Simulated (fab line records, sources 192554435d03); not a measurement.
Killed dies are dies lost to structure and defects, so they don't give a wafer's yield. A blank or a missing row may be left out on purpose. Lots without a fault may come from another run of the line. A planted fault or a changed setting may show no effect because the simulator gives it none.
Split-lot experiment | flow n5_finfet | 7 lots, 21 wafers read, on a route of 1938 steps

THE SPLIT
At N5_BEOL_M11_COAT_22 (resist thk 90 nm), the setting spin_rpm was moved away from the recipe's 1500 rpm on 4 of the 21 wafers read, by -4.1% to +9.7%. The other wafers ran this setting at the recipe's value.

FROM THE SPLIT TO THE READING: what the file shows between them, 2 steps
- N5_BEOL_M11_EBR_24
- N5_BEOL_M11_SOFTBAKE_23: time 60 s

THE READING
CAR-ArF_of_BEOL_M11_COAT_22.thk_nm (the simulator's own value, which no gauge read), in nm, at N5_BEOL_M11_DESCUM_33 (chemistry O2, time 7.9 s). The file gives no usual value for it. The 17 wafers here that ran the recipe average 83.5 nm, standard deviation 0.18 nm.

wafer  | tool, chamber at the split | spin_rpm as run, rpm | against the recipe | CAR-ArF_of_BEOL_M11_COAT_22.thk_nm, nm | against lot-mates on the recipe
L078.2 | litho_track-02, 0          | 1500                 | recipe             | 83.6                                   | -
L078.4 | litho_track-02, 0          | 1500                 | recipe             | 83.6                                   | -
L078.5 | litho_track-02, 0          | 1500                 | recipe             | 83.4                                   | -
L080.2 | litho_track-05, 0          | 1438                 | -4.1%              | 85.6                                   | +1.9
L080.3 | litho_track-05, 0          | 1500                 | recipe             | 84                                     | -
L080.6 | litho_track-05, 0          | 1500                 | recipe             | 83.4                                   | -
L085.1 | litho_track-03, 0          | 1500                 | recipe             | 83.4                                   | -
L085.4 | litho_track-03, 0          | 1457                 | -2.9%              | 84.8                                   | +1.4
L085.6 | litho_track-03, 0          | 1457                 | -2.9%              | 85                                     | +1.6
L083.2 | litho_track-05, 0          | 1500                 | recipe             | 83.6                                   | -
L083.4 | litho_track-05, 0          | 1500                 | recipe             | 83.6                                   | -
L083.5 | litho_track-05, 0          | 1500                 | recipe             | 83.4                                   | -
L086.4 | litho_track-03, 0          | 1500                 | recipe             | 83.6                                   | -
L086.5 | litho_track-03, 0          | 1500                 | recipe             | 83.4                                   | -
L086.6 | litho_track-03, 0          | 1500                 | recipe             | 83.4                                   | -
L091.3 | litho_track-03, 0          | 1500                 | recipe             | 83.4                                   | -
L091.4 | litho_track-03, 0          | 1500                 | recipe             | 83.2                                   | -
L091.6 | litho_track-03, 0          | 1646                 | +9.7%              | 79.4                                   | -3.9
L095.1 | litho_track-02, 0          | 1500                 | recipe             | 83.6                                   | -
L095.2 | litho_track-02, 0          | 1500                 | recipe             | 83.2                                   | -
L095.3 | litho_track-02, 0          | 1500                 | recipe             | 83.4                                   | -

THE FIT
A straight line over all 21 wafers: CAR-ArF_of_BEOL_M11_COAT_22.thk_nm changes by -0.441 nm for each +1% of spin_rpm; r = -0.99; the points scatter about the line by 0.2 nm.
The same after taking each lot's own level away (the mean of its wafers on the recipe; 21 wafers): -0.424 nm for each +1%; r = -0.99; scatter 0.17 nm.
On that fit, the largest move of spin_rpm shifts the reading by 4.1 nm.
The lots' own levels span 83.30 to 83.70 nm, that is 2.2 times the standard deviation above.
So the lot-to-lot level changes the slope little: the two slopes agree.
Check: with one of the wafers moved furthest among these (+9.7%) left out of the fit, the line predicts -4.76 nm for it against its lot-mates. It came out at -3.9 nm against them.

OTHER SPLITS ON THESE WAFERS
These wafers also went through other splits before the reading. Each is held against what the fit with the lots' levels taken away leaves over:
other split on the same wafers   | wafers away from the commonest value | r with CAR-ArF_of_BEOL_M11_COAT_22.thk_nm (lot level and that fit taken away)
N5_BEOL_M7_DESCUM_33 time_s      | 7                                    | +0.12
N5_BEOL_M7_TRENCH_ETCH_37 bias_w | 13                                   | +0.28
N5_BEOL_M9_EXPOSE_25 dose_mj     | 5                                    | -0.02
N5_BEOL_M10_ETCH_41 source_w     | 3                                    | -0.09
N5_BEOL_M11_DESCUM_16 time_s     | 9                                    | -0.02

THE WHOLE CHAIN: every reading that the file lists as answering this split, in the file's order
step                  | what it does             | reading                                                                             | change (the file's fit)               | r (the file's)
N5_BEOL_M11_COAT_22   | resist thk 90 nm         | CAR-ArF_of_BEOL_M11_COAT_22.thk_nm (the simulator's own value, which no gauge read) | -0.429 nm for each +1% of the setting | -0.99
N5_BEOL_M11_DESCUM_33 | chemistry O2, time 7.9 s | CAR-ArF_of_BEOL_M11_COAT_22.thk_nm (the simulator's own value, which no gauge read) | -0.417 nm for each +1% of the setting | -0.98

THE FILE'S OWN FIT
CAR-ArF_of_BEOL_M11_COAT_22.thk_nm changes by -0.417 nm for each +1% of spin_rpm, r = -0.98.
